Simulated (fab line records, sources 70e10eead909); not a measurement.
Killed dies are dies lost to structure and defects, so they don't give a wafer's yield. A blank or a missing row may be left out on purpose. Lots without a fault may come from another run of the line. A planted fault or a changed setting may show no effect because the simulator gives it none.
fab line records | flow nand_harc
record lots=6 wafers=18 last_day=23
route steps=1159 shown A_SLIT@797 A_SIN_REMOVE@804 A_WL_FILL@809 END@1159
lots that met no fault: from a run of the same line without faults
start_h: hours from the record's first day to the start of the lot's first wafer shown | wait_h: hours since the lot's step before | " the same as in the row above | L1.1+2: a row that stands for several wafers | - no value, or no start given | * or withheld: withheld | < > ~ a bound
route shown NAME@n: a module of which the file shows steps, and the number in the route of the first | usual: mean/standard deviation of fault-free wafers | same: alike in all rows | chamber/n: place in a boat | sites: the reading at each site | _std_site: their standard deviation | _edge_site: outer sites' mean less inner sites' | radius_mm: how far each site lies from the wafer's centre | mask NAME#n: copy n | behind: the tool/chamber that last shaped the wafer | hold: why the lot was held/for how many hours/how that ended | device: the transistor (n, p or np) that didn't switch | end of line: the same wafers' tests at the end of the route | a step without rows: its recipe alone | killed: dies lost to structure and defects at the first sort, not the wafer's yield | map: a wafer's dies, x killed, . not, _ none there
set.NAME: the setting as run; set.NAME@STEP: as run at that earlier step | model.NAME: the simulator's own value behind a step, which no gauge read
lots at some steps of the route; a table a step, a row a wafer
services: from which hour (start_h, from the record's first day; less than 0 if before it) a tool's chamber was out of use, for how many hours, and why
## steps
# step NHARC_A_SLIT_ETCH_26
# recipe bias_v=400 source_w=2000 pressure_mtorr=25 time_s=90 ar_flow_sccm=375 c4f8_flow_sccm=41.7 o2_flow_sccm=83.3 target_depth_a=4000 chemistry=C4F8/O2/Ar
# usual drypump_motor_current_A=6.0/0.39 showerhead_plenum_p_Torr=3.68/0.15 throttle_valve_pct=27.619/0.0095
# same time_s=90
# columns lot.wafer tool chamber start_h wait_h drypump_motor_current_A rf_hours_counter_h showerhead_plenum_p_Torr throttle_valve_pct
L655.2 har_etch-01 0 336.61 1.2 5.7 12 3.82 27.625
L655.3 " 0 " " 5.7 - 3.82 27.619
L655.4 " 1 " " 6.6 - 3.56 27.619
L654.2 har_etch-01 1 339.97 1.0 6.6 15 3.55 27.623
L654.3 " 0 " " 5.7 - 3.82 27.625
L654.5 " 1 " " 6.6 - 3.55 27.624
L656.4 har_etch-02 1 348.85 0.8 5.6 - 3.87 27.623
L656.3 " 0 " " 5.9 - 3.53 27.624
L656.5 " 1 " " 5.6 - 3.88 27.629
L659.2 har_etch-02 0 370.33 1.0 5.9 186 3.53 27.628
L659.3 " 0 " " 5.9 - 3.53 27.607
L659.5 " 0 " " 5.9 - 3.53 27.638
L666.2 har_etch-01 0 406.31 1.0 5.7 49 3.80 27.633
L666.3 " 1 " " 6.6 - 3.54 27.624
L666.5 " 0 " " 5.7 - 3.80 27.619
L667.2 har_etch-01 1 415.81 1.0 6.6 52 3.53 27.620
L667.4 " 1 " " 6.6 - 3.53 27.633
L667.5 " 1 " " 6.6 - 3.53 27.627
# step NHARC_A_SLIT_STRIP_28
# recipe o2_flow_sccm=400 cos_flow_sccm=20 ar_flow_sccm=0 bias_w=0 chemistry=O2/COS
# step NHARC_A_SLIT_ETCH_29
# recipe target_depth_a=1000 overetch_a=100 time_s=55 ion_energy_ev=100 cf4_flow_sccm=80 o2_flow_sccm=20 ar_flow_sccm=0 rf_w=300 bias_w=100 chemistry=CF4/O2
# usual bias_w=100.00/0.29 drypump_motor_current_A=5.7/0.45 oes_product_au=0.999/0.013 rf_vpp_V=198.2/1.2 showerhead_plenum_p_Torr=1.35/0.043 throttle_valve_pct=13.397/0.0091
# same time_s=55
# columns lot.wafer tool chamber start_h wait_h bias_w drypump_motor_current_A oes_product_au rf_hours_counter_h rf_vpp_V showerhead_plenum_p_Torr throttle_valve_pct
L655.4 rie_diel-10 3 337.23 0.1 99.96 6.1 0.988 14 199.4 1.39 13.388
L655.2 " 0 " " 100.43 5.6 1.000 13 198.0 1.34 13.394
L655.3 " 1 " " 99.81 6.5 1.003 12 198.5 1.31 13.396
L654.3 rie_diel-02 0 340.57 0.1 99.91 5.5 0.994 0 199.0 1.34 13.393
L654.2 " 1 " " 100.44 6.2 0.989 0 199.9 1.38 13.391
L654.5 " 3 " " 100.01 6.0 0.992 - 197.7 1.30 13.415
L656.4 rie_diel-10 2 349.40 0.1 100.10 5.8 0.991 8 196.3 1.27 13.406
L656.3 " 1 " " 99.94 6.5 0.991 12 198.7 1.31 13.391
L656.5 " 2 " " 99.91 5.8 0.991 - 196.5 1.27 13.394
L659.3 rie_diel-02 3 370.92 0.1 99.93 6.0 0.998 2 197.5 1.30 13.397
L659.2 " 0 " " 100.19 5.5 1.009 1 199.4 1.34 13.405
L659.5 " 3 " " 99.85 6.0 1.003 - 197.1 1.30 13.405
L666.3 rie_diel-10 1 406.89 0.1 100.35 6.5 1.029 3 197.4 1.31 13.409
L666.2 " 0 " " 99.81 5.6 0.998 3 197.3 1.34 13.410
L666.5 " 2 " " 99.92 5.7 1.006 - 195.7 1.26 13.404
L667.2 rie_diel-12 1 416.40 0.1 100.54 4.9 1.005 2 197.0 1.32 13.389
L667.4 " 2 " " 99.47 5.4 0.972 2 197.2 1.41 13.406
L667.5 " 0 " " 100.45 4.9 1.015 - 199.7 1.38 13.413
# step NHARC_A_SLIT_STRIP_18
# recipe o2_flow_sccm=500 ar_flow_sccm=0 bias_w=0 chemistry=O2
# usual drypump_motor_current_A=5.7/0.47 oes_product_au=0.998/0.012 rf_vpp_V=57.9/0.86 showerhead_plenum_p_Torr=3.58/0.1 throttle_valve_pct=17.037/0.0097
# same bias_w=0
# columns lot.wafer tool chamber start_h wait_h drypump_motor_current_A oes_product_au rf_hours_counter_h rf_vpp_V showerhead_plenum_p_Torr throttle_valve_pct
L655.2 rie_diel-10 3 - - 6.1 0.989 14 58.1 3.66 17.022
L655.3 " 0 " " 5.6 1.004 13 57.5 3.53 17.039
L655.4 " 2 " " 5.8 1.004 8 56.6 3.35 17.043
L654.3 rie_diel-02 1 - - 6.2 0.990 0 57.6 3.65 17.050
L654.2 " 2 " " 6.1 1.003 0 58.4 3.68 17.031
L654.5 " 0 " " 5.5 0.999 - 57.9 3.55 17.033
L656.4 rie_diel-10 3 - - 6.1 0.992 15 57.6 3.66 17.033
L656.3 " 1 " " 6.5 0.991 12 58.8 3.47 17.057
L656.5 " 3 " " 6.1 1.000 - 59.1 3.66 17.041
L659.2 rie_diel-02 2 - - 6.1 1.002 1 58.6 3.68 17.033
L659.3 " 0 " " 5.5 1.007 1 59.7 3.55 17.049
L659.5 " 1 " " 6.2 0.984 - 58.1 3.65 17.036
L666.2 rie_diel-10 0 - - 5.6 0.985 3 58.9 3.53 17.034
L666.3 " 1 " " 6.5 1.019 3 57.6 3.46 17.054
L666.5 " 3 " " 6.1 0.969 - 59.4 3.66 17.023
L667.4 rie_diel-12 1 - - 4.9 0.998 2 57.1 3.50 17.038
L667.2 " 2 " " 5.4 0.970 2 57.9 3.71 17.018
L667.5 " 1 " " 4.9 0.998 - 56.5 3.50 17.038
# step NHARC_A_SLIT_PRECLEAN_19
# recipe time_s=* temp_c=50 bath_age_min=0 chemistry=SC1
# step NHARC_A_SLIT_SRD_20
# step NHARC_A_SLIT_CD_MEAS_21
# usual cd_nm=289.5/0.97
# columns lot.wafer tool chamber start_h wait_h cd_nm
L655.2 cd_sem-02 - 337.77 - 288.2
L655.3 " - " " 291.5
L655.4 " - " " 290.3
L654.2 cd_sem-03 - 341.09 - 289.2
L654.3 " - " " 289.3
L654.5 " - " " 288.9
L656.3 cd_sem-01 - 349.94 - 291.0
L656.4 " - " " 289.2
L656.5 " - " " 287.9
L659.2 cd_sem-02 - 371.45 - 290.6
L659.3 " - " " 289.7
L659.5 " - " " 290.0
L666.2 cd_sem-03 - 407.43 - 288.8
L666.3 " - " " 290.5
L666.5 " - " " 288.4
L667.2 cd_sem-02 - 416.93 - 288.1
L667.4 " - " " 289.8
L667.5 " - " " 288.9
# step NHARC_A_SIN_REMOVE_WET_00
# recipe temp_c=160 time_s=15300 chemistry=H3PO4
# step NHARC_A_SIN_REMOVE_PRECLEAN_01
# recipe time_s=* temp_c=50 bath_age_min=0 chemistry=SC1
# step NHARC_A_SIN_REMOVE_SRD_02
# step NHARC_A_SIN_REMOVE_INSPECT_04
# usual raw_defect_count=301/78
# columns lot.wafer tool chamber start_h wait_h raw_defect_count
L655.2 defect_inspect-02 - 346.44 0.0 312
L655.3 " - " " 497
L655.4 " - " " 306
L654.2 defect_inspect-02 - 346.49 0.0 309
L654.3 " - " " 264
L654.5 " - " " 276
L656.3 defect_inspect-02 - 358.15 0.0 237
L656.4 " - " " 215
L656.5 " - " " 275
L659.2 defect_inspect-02 - 379.20 0.0 299
L659.3 " - " " 318
L659.5 " - " " 240
L666.2 defect_inspect-02 - 413.51 0.0 250
L666.3 " - " " 459
L666.5 " - " " 394
L667.2 defect_inspect-01 - 424.35 0.0 230
L667.4 " - " " 252
L667.5 " - " " 281
# step NHARC_A_WL_FILL_ALD_00
# recipe target_thk_a=30 pulse_time_s=3 ald_cycles=30 temp_c=300 material=Al2O3
# usual ald_cycles=30/0 heater_power_outer_w=265/23 heater_power_w=465/41 precursor_pulse_height_rel=0.997/0.019 pulse_time_s=3/0
# columns lot.wafer tool chamber start_h wait_h ald_cycles heater_power_outer_w heater_power_w precursor_pulse_height_rel pulse_time_s
L655.2 ald_hk-03 1 346.51 0.1 30 276 522 1.014 3
L655.3 " 2 " " 30 237 427 1.008 3
L655.4 " 3 " " 30 260 448 1.005 3
L654.3 ald_hk-04 2 346.58 0.1 - - - - -
L654.2 " 3 " " - - - - -
L654.5 " 2 " " - - - - -
L656.4 ald_hk-02 0 358.21 0.1 - - - - -
L656.3 " 2 " " - - - - -
L656.5 " 0 " " - - - - -
L659.2 ald_hk-03 1 379.26 0.1 30 281 521 1.026 3
L659.3 " 0 " " 30 230 403 0.975 3
L659.5 " 2 " " 30 241 420 1.000 3
L666.2 ald_hk-03 0 413.73 0.2 30 241 407 0.997 3
L666.3 " 3 " " 30 257 462 1.024 3
L666.5 " 1 " " 30 279 510 0.985 3
L667.2 ald_hk-02 2 424.49 0.1 30 277 526 0.980 3
L667.4 " 3 " " 30 294 491 1.033 3
L667.5 " 1 " " 30 297 494 0.949 3
# step NHARC_A_WL_FILL_RTA_01
# recipe temp_c=1000 time_s=5
# usual lamp_power_pct=29.7/1.1 wafer_temp_C_max=1004.0/1.5
# same time_s=5
# columns lot.wafer tool chamber start_h wait_h lamp_power_pct wafer_temp_C_max
L655.2 rtp_anneal-02 0 346.79 - 30.9 1002.6
L655.3 " 0 " " 30.9 1001.7
L655.4 " 0 " " 30.9 1002.5
L654.2 rtp_anneal-01 0 346.97 0.3 28.7 1005.4
L654.3 " 0 " " 28.6 1004.2
L654.5 " 0 " " 28.6 1004.4
L656.3 rtp_anneal-01 0 358.53 0.2 28.7 1006.1
L656.4 " 0 " " 28.7 1008.8
L656.5 " 0 " " 28.6 1005.3
L659.2 rtp_anneal-01 0 379.55 - 28.7 1006.1
L659.3 " 0 " " 28.7 1004.7
L659.5 " 0 " " 28.6 1005.5
L666.2 rtp_anneal-01 0 414.40 - 28.7 1006.6
L666.3 " 0 " " 28.6 1004.4
L666.5 " 0 " " 28.6 1005.5
L667.2 rtp_anneal-01 0 424.73 - 28.7 1006.4
L667.4 " 0 " " 28.7 1004.8
L667.5 " 0 " " 28.6 1004.3
# step NHARC_END_SORT_01
# recipe temp_c=25
# usual killed_at_array=28/10 killed_at_other=0.6/1.1 killed_at_periphery=3.6/2.6 killed_dies=32/10 killed_open=3.3/1.8 killed_short=1.9/1.4
# same gross_dies=677
# columns lot.wafer tool chamber start_h wait_h killed_at_array killed_at_other killed_at_periphery killed_dies killed_open killed_short
L654.2 prober-02 0 450.17 2.8 673 0 4 677 3 1
L654.3 prober-02 0 450.98 3.1 673 0 4 677 2 2
L654.5 prober-02 0 452.60 3.7 673 0 4 677 4 2
L656.3 prober-02 0 458.85 3.1 673 1 3 677 3 2
L656.4 prober-02 0 459.65 3.4 672 0 5 677 7 2
L656.5 prober-02 0 460.45 3.7 671 0 6 677 2 1
# killed by level:class
L654.2 A_WL_FILL:area_ald=645 A_CHANNEL_HOLE_D1:chamber_film_flake=10 A_STAIRCASE:chamber_film_flake=7 A_SLIT:chamber_film_flake=4 P_GATE:chamber_film_flake=2 A_ZERO_WELL:chamber_film_flake=2 A_CONTACT:chamber_film_flake=2 P_CONTACT:geometric_particle:open=1
L654.3 A_WL_FILL:area_ald=656 A_CHANNEL_HOLE_D1:chamber_film_flake=7 A_CONTACT:chamber_film_flake=3 A_STAIRCASE:chamber_film_flake=2 P_M0:geometric_particle:open=1 A_ONON_D1:geometric_particle:short=1 A_CONTACT:geometric_particle:short=1 A_M0:geometric_particle:open=1
L654.5 A_WL_FILL:area_ald=641 A_CHANNEL_HOLE_D1:chamber_film_flake=21 A_STAIRCASE:chamber_film_flake=4 P_GATE:chamber_film_flake=2 A_CONTACT:chamber_film_flake=2 P_CONTACT:geometric_particle:short=1 P_M0:geometric_particle:open=1 A_WL_FILL:geometric_particle:short=1
L656.3 A_WL_FILL:area_ald=654 A_SLIT:chamber_film_flake=7 A_ZERO_WELL:chamber_film_flake=2 A_STAIRCASE:chamber_film_flake=2 A_CONTACT:chamber_film_flake=2 P_M0:geometric_particle:open=1 A_ONON_D1:geometric_particle:short=1 A_WL_FILL:geometric_particle:short=1
L656.4 A_WL_FILL:area_ald=645 A_SLIT:chamber_film_flake=7 A_CHANNEL_HOLE_D1:chamber_film_flake=5 A_CONTACT:chamber_film_flake=4 P_STI:geometric_particle:open=2 A_WL_FILL:geometric_particle:short=2 A_M0:geometric_particle:open=2 P_ZERO_WELL:chamber_film_flake=2
L656.5 A_WL_FILL:area_ald=651 A_SLIT:chamber_film_flake=9 A_STAIRCASE:chamber_film_flake=4 P_ZERO_WELL:chamber_film_flake=3 A_CONTACT:chamber_film_flake=2 P_STI:geometric_particle:short=1 A_ONON_D1:geometric_particle:open=1 A_M0:geometric_particle:open=1
# map L654.2 (x killed, . not)
____________x____________
_________xxxxxxx_________
_______xxxxxxxxxxx_______
______xxxxxxxxxxxxx______
_____xxxxxxxxxxxxxxx_____
____xxxxxxxxxxxxxxxxx____
____xxxxxxxxxxxxxxxxx____
___xxxxxxxxxxxxxxxxxxx___
___xxxxxxxxxxxxxxxxxxx___
__xxxxxxxxxxxxxxxxxxxxx__
__xxxxxxxxxxxxxxxxxxxxx__
_xxxxxxxxxxxxxxxxxxxxxxx_
_xxxxxxxxxxxxxxxxxxxxxxx_
_xxxxxxxxxxxxxxxxxxxxxxx_
_xxxxxxxxxxxxxxxxxxxxxxx_
_xxxxxxxxxxxxxxxxxxxxxxx_
xxxxxxxxxxxxxxxxxxxxxxxxx
xxxxxxxxxxxxxxxxxxxxxxxxx
xxxxxxxxxxxxxxxxxxxxxxxxx
xxxxxxxxxxxxxxxxxxxxxxxxx
xxxxxxxxxxxxxxxxxxxxxxxxx
_xxxxxxxxxxxxxxxxxxxxxxx_
_xxxxxxxxxxxxxxxxxxxxxxx_
_xxxxxxxxxxxxxxxxxxxxxxx_
_xxxxxxxxxxxxxxxxxxxxxxx_
_xxxxxxxxxxxxxxxxxxxxxxx_
__xxxxxxxxxxxxxxxxxxxxx__
__xxxxxxxxxxxxxxxxxxxxx__
___xxxxxxxxxxxxxxxxxxx___
___xxxxxxxxxxxxxxxxxxx___
____xxxxxxxxxxxxxxxxx____
____xxxxxxxxxxxxxxxxx____
_____xxxxxxxxxxxxxxx_____
______xxxxxxxxxxxxx______
_______xxxxxxxxxxx_______
_________xxxxxxx_________
____________x____________
# map L656.3 (x killed, . not)
____________x____________
_________xxxxxxx_________
_______xxxxxxxxxxx_______
______xxxxxxxxxxxxx______
_____xxxxxxxxxxxxxxx_____
____xxxxxxxxxxxxxxxxx____
____xxxxxxxxxxxxxxxxx____
___xxxxxxxxxxxxxxxxxxx___
___xxxxxxxxxxxxxxxxxxx___
__xxxxxxxxxxxxxxxxxxxxx__
__xxxxxxxxxxxxxxxxxxxxx__
_xxxxxxxxxxxxxxxxxxxxxxx_
_xxxxxxxxxxxxxxxxxxxxxxx_
_xxxxxxxxxxxxxxxxxxxxxxx_
_xxxxxxxxxxxxxxxxxxxxxxx_
_xxxxxxxxxxxxxxxxxxxxxxx_
xxxxxxxxxxxxxxxxxxxxxxxxx
xxxxxxxxxxxxxxxxxxxxxxxxx
xxxxxxxxxxxxxxxxxxxxxxxxx
xxxxxxxxxxxxxxxxxxxxxxxxx
xxxxxxxxxxxxxxxxxxxxxxxxx
_xxxxxxxxxxxxxxxxxxxxxxx_
_xxxxxxxxxxxxxxxxxxxxxxx_
_xxxxxxxxxxxxxxxxxxxxxxx_
_xxxxxxxxxxxxxxxxxxxxxxx_
_xxxxxxxxxxxxxxxxxxxxxxx_
__xxxxxxxxxxxxxxxxxxxxx__
__xxxxxxxxxxxxxxxxxxxxx__
___xxxxxxxxxxxxxxxxxxx___
___xxxxxxxxxxxxxxxxxxx___
____xxxxxxxxxxxxxxxxx____
____xxxxxxxxxxxxxxxxx____
_____xxxxxxxxxxxxxxx_____
______xxxxxxxxxxxxx______
_______xxxxxxxxxxx_______
_________xxxxxxx_________
____________x____________
## services
# columns tool chamber start_h hours kind
rie_diel-12 - 312.63 0.4 repair
rie_diel-10 3 316.29 3.0 repair
ald_hk-03 - 322.00 10.0 pm
ald_hk-02 - 326.18 1.1 repair
rie_diel-02 - 328.14 9.0 pm
rie_diel-10 0 332.79 - clean
rie_diel-10 1 332.79 - clean
rie_diel-10 2 332.79 - clean
rie_diel-10 3 332.79 - clean
har_etch-02 - 333.15 6.7 repair
rie_diel-10 - 333.17 0.3 repair
rie_diel-10 - 353.50 9.0 pm
rie_diel-10 0 353.50 9.0 vent_cycle
rie_diel-10 1 353.50 9.0 vent_cycle
rie_diel-10 2 353.50 9.0 vent_cycle
rie_diel-10 3 353.50 9.0 vent_cycle
rie_diel-12 3 359.54 4.2 repair
rie_diel-10 0 362.50 - clean
rie_diel-10 1 362.50 - clean
rie_diel-10 2 362.50 - clean
rie_diel-10 3 362.50 - clean
rie_diel-12 - 379.47 9.0 pm
rie_diel-10 0 387.00 - clean
rie_diel-10 1 391.33 5.2 repair
## key
first_sign step=NHARC_A_WL_FILL_ALD_00 reading=tool_record direction=missing
effect step=NHARC_END_SORT_01 reading=killed_at_array direction=up sigmas=63 usual=28 struck=672
more_kills_born_at NHARC_A_WL_FILL_ALD_00@ald_hk-02=1950 NHARC_A_WL_FILL_ALD_00@ald_hk-04=1942
met_at NHARC_A_WL_FILL_ALD_00
struck_wafers L654.2,L654.3,L654.5,L656.3,L656.4,L656.5
later_rows_left_out L654.2,L654.3,L654.5,L656.3,L656.4,L656.5
tester_left_out L654,L656
fault kind=skipped_step_whole tool=ald_hk-02,ald_hk-04 chamber=- onset_h=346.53 steps=NHARC_A_WL_FILL_ALD_00 scope=struck_lots_only
# tester_left_out: of these lots the tester's yield and bins aren't shown, on N5 and GAA mostly nor the transistor test; their killed dies are dies lost to structure and defects alone, not to doping, threshold or leakage, so they don't give the yield
# later_rows_left_out: the simulator's readings of these wafers behind a module that went badly wrong aren't trusted and aren't shown, but for the sort
